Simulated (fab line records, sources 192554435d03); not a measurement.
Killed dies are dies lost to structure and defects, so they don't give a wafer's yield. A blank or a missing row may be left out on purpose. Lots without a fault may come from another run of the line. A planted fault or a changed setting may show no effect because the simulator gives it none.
Chamber matching | flow n5_finfet | N5_GATE_CUT_HM_DEP_46 on pecvd-03: 3 sister chambers
The step deposits SiO2 from TEOS/O2, target thk 130 nm, time 26.6 s. 6 wafers are shown with their chamber, then 10 later ones without.

WAFERS WITH THEIR CHAMBER
wafer  | chamber | throttle_valve_pct (%) | heater_power_w (W)
L080.5 | 1       | 19.2                   | 521
L081.2 | 0       | 17.3                   | 471
L081.4 | 1       | 19.1                   | 490
L085.1 | 0       | 17.4                   | 435
L088.2 | 2       | 17.5                   | 753
L088.4 | 2       | 17.3                   | 769

WAFERS WITHOUT THEIR CHAMBER
wafer  | throttle_valve_pct (%) | heater_power_w (W)
L088.5 | 19.3                   | 467
L090.3 | 19.2                   | 418
L090.4 | 17.5                   | 656
L090.5 | 19.1                   | 434
L093.2 | 19.2                   | 477
L093.3 | 17.4                   | 814
L093.4 | 19.3                   | 480
L095.2 | 17.3                   | 475
L095.3 | 17.5                   | 822
L095.4 | 19.1                   | 535

WHICH CHAMBER EACH WENT THROUGH
wafer  | from the rows above | in truth
L088.5 | 1                   | 1
L090.3 | 1                   | 1
L090.4 | 2                   | 2
L090.5 | 1                   | 1
L093.2 | 1                   | 1
L093.3 | 2                   | 2
L093.4 | 1                   | 1
L095.2 | 0                   | 0
L095.3 | 2                   | 2
L095.4 | 1                   | 1
Placed correctly: 10 of 10. Can't be placed from these rows: 0. Placed wrongly: 0.
How it was worked out, from the rows above alone: a wafer's distance from a chamber is the root of the sum, over the readings, of the square of ((its reading less the chamber's mean) divided by the reading's scatter). The wafer belongs to the nearest chamber; if the next one is less than 2 further off, it can't be placed. A chamber's mean is the mean of its shown wafers. The scatter: the root of (the sum of the squares of (reading less its chamber's mean) over the shown wafers, divided by (wafers less chambers)).
